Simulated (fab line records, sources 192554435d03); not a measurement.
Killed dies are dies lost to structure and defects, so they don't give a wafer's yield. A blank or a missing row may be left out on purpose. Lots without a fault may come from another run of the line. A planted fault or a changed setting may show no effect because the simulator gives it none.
Chamber matching | flow n5_finfet | N5_BEOL_M2_STRIP_36 on rie_diel-04: 4 sister chambers
The step strips in N2/H2. 7 wafers are shown with their chamber, then 9 later ones without.

WAFERS WITH THEIR CHAMBER
wafer  | chamber | drypump_motor_current_A (A) | throttle_valve_pct (%)
L082.2 | 0       | 6.0                         | 23.2
L082.3 | 1       | 5.6                         | 23.9
L085.1 | 0       | 6.0                         | 23.3
L085.4 | 3       | 5.0                         | 23.2
L089.1 | 2       | 5.6                         | 23.5
L089.4 | 1       | 5.6                         | 23.7
L089.6 | 2       | 5.7                         | 23.5

WAFERS WITHOUT THEIR CHAMBER
wafer  | drypump_motor_current_A (A) | throttle_valve_pct (%)
L092.2 | 5.7                         | 23.5
L092.4 | 6.0                         | 23.3
L092.6 | 5.7                         | 23.6
L095.1 | 5.7                         | 23.5
L095.2 | 6.0                         | 23.3
L095.5 | 5.6                         | 23.7
L096.2 | 5.7                         | 23.5
L096.4 | 6.1                         | 23.3
L096.6 | 5.1                         | 23.2

WHICH CHAMBER EACH WENT THROUGH
wafer  | from the rows above     | in truth
L092.2 | 2                       | 2
L092.4 | 0                       | 0
L092.6 | can't be placed: 2 or 1 | 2
L095.1 | 2                       | 2
L095.2 | 0                       | 0
L095.5 | can't be placed: 1 or 2 | 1
L096.2 | 2                       | 2
L096.4 | 0                       | 0
L096.6 | 3                       | 3
Placed correctly: 7 of 9. Can't be placed from these rows: 2 (the true chamber is among the candidates in 2). Placed wrongly: 0.
How it was worked out, from the rows above alone: a wafer's distance from a chamber is the root of the sum, over the readings, of the square of ((its reading less the chamber's mean) divided by the reading's scatter). The wafer belongs to the nearest chamber; if the next one is less than 2 further off, it can't be placed. A chamber's mean is the mean of its shown wafers. The scatter: the root of (the sum of the squares of (reading less its chamber's mean) over the shown wafers, divided by (wafers less chambers)).
